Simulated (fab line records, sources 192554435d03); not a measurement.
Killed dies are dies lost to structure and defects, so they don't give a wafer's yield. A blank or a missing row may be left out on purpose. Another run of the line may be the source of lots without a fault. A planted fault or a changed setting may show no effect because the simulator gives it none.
Chamber matching | flow n5_finfet | N5_DUMMY_GATE_STRIP_48 on rie_diel-01: 4 sister chambers
The step strips in N2/H2, time 20 s. 24 wafers are shown with their chamber, then 12 later ones without.

== WAFERS, EACH WITH ITS CHAMBER ==
wafer  | chamber | drypump_motor_current_A (A) | throttle_valve_pct (%) | oes_product_au (a.u.)
L074.1 | 0       | 6.7                         | 12.06                  | 0.79
L074.4 | 1       | 5.0                         | 12.49                  | 0.69
L074.5 | 3       | 5.8                         | 11.82                  | 0.92
L077.4 | 3       | 5.7                         | 11.83                  | 0.91
L077.5 | 2       | 5.4                         | 12.37                  | 0.70
L077.6 | 0       | 6.7                         | 12.08                  | 0.77
L080.1 | 0       | 6.7                         | 12.08                  | 0.78
L080.4 | 2       | 5.4                         | 12.39                  | 0.71
L080.6 | 1       | 5.1                         | 11.86                  | 0.96
L082.2 | 3       | 5.7                         | 11.83                  | 0.89
L082.3 | 1       | 5.0                         | 11.85                  | 0.93
L082.5 | 1       | 5.0                         | 11.87                  | 0.94
L083.1 | 3       | 5.7                         | 11.84                  | 0.90
L083.4 | 1       | 5.0                         | 11.87                  | 0.94
L083.5 | 1       | 5.0                         | 11.87                  | 0.94
L084.2 | 1       | 5.0                         | 11.88                  | 0.93
L084.4 | 2       | 5.4                         | 12.42                  | 0.70
L084.6 | 0       | 6.7                         | 12.11                  | 0.77
L087.2 | 3       | 5.7                         | 11.85                  | 0.89
L087.4 | 1       | 5.0                         | 11.89                  | 0.91
L087.5 | 2       | 5.4                         | 12.42                  | 0.70
L088.1 | 0       | 6.7                         | 12.11                  | 0.77
L088.2 | 2       | 5.4                         | 12.44                  | 0.69
L088.3 | 3       | 5.8                         | 11.87                  | 0.88

SIGNATURES (averages over the wafers above)
reading                 | chamber 0 | chamber 1 | chamber 2 | chamber 3 | scatter within a chamber
drypump_motor_current_A | 6.700     | 5.013     | 5.400     | 5.733     | 0.0332
throttle_valve_pct      | 12.0880   | 11.9475   | 12.4080   | 11.8400   | 0.131
oes_product_au          | 0.7760    | 0.9050    | 0.7000    | 0.8983    | 0.0528
Rule: a wafer lies at a distance from a chamber equal to the root of the sum of squares, over the readings, of (its reading less the chamber's mean, divided by the reading's scatter). The wafer belongs to the nearest chamber; if the next one is less than 2 further off, it can't be placed. How the scatter is found: for the shown wafers, subtract from each reading the mean of its chamber, square and add these, divide the total by (wafers less chambers), then take the root.

== WAFERS WITH NO CHAMBER GIVEN ==
wafer  | drypump_motor_current_A (A) | throttle_valve_pct (%) | oes_product_au (a.u.)
L088.4 | 5.0                         | 11.90                  | 0.91
L088.5 | 5.0                         | 11.90                  | 0.91
L088.6 | 5.4                         | 12.43                  | 0.70
L089.3 | 6.7                         | 12.11                  | 0.77
L089.4 | 5.4                         | 12.43                  | 0.69
L089.5 | 5.0                         | 11.90                  | 0.91
L093.1 | 5.0                         | 11.92                  | 0.89
L093.4 | 6.7                         | 12.16                  | 0.76
L093.5 | 5.0                         | 11.92                  | 0.89
L094.1 | 5.0                         | 11.93                  | 0.89
L094.2 | 6.7                         | 12.15                  | 0.76
L094.3 | 5.4                         | 12.46                  | 0.69

== CHAMBER TAKEN BY EACH ==
wafer  | from the rows above | in truth
L088.4 | 1                   | 1
L088.5 | 1                   | 1
L088.6 | 2                   | 2
L089.3 | 0                   | 0
L089.4 | 2                   | 2
L089.5 | 1                   | 1
L093.1 | 1                   | 1
L093.4 | 0                   | 0
L093.5 | 1                   | 1
L094.1 | 1                   | 1
L094.2 | 0                   | 0
L094.3 | 2                   | 2
12 of 12 placed correctly. Can't be placed from these rows: 0. Number placed wrongly: 0.
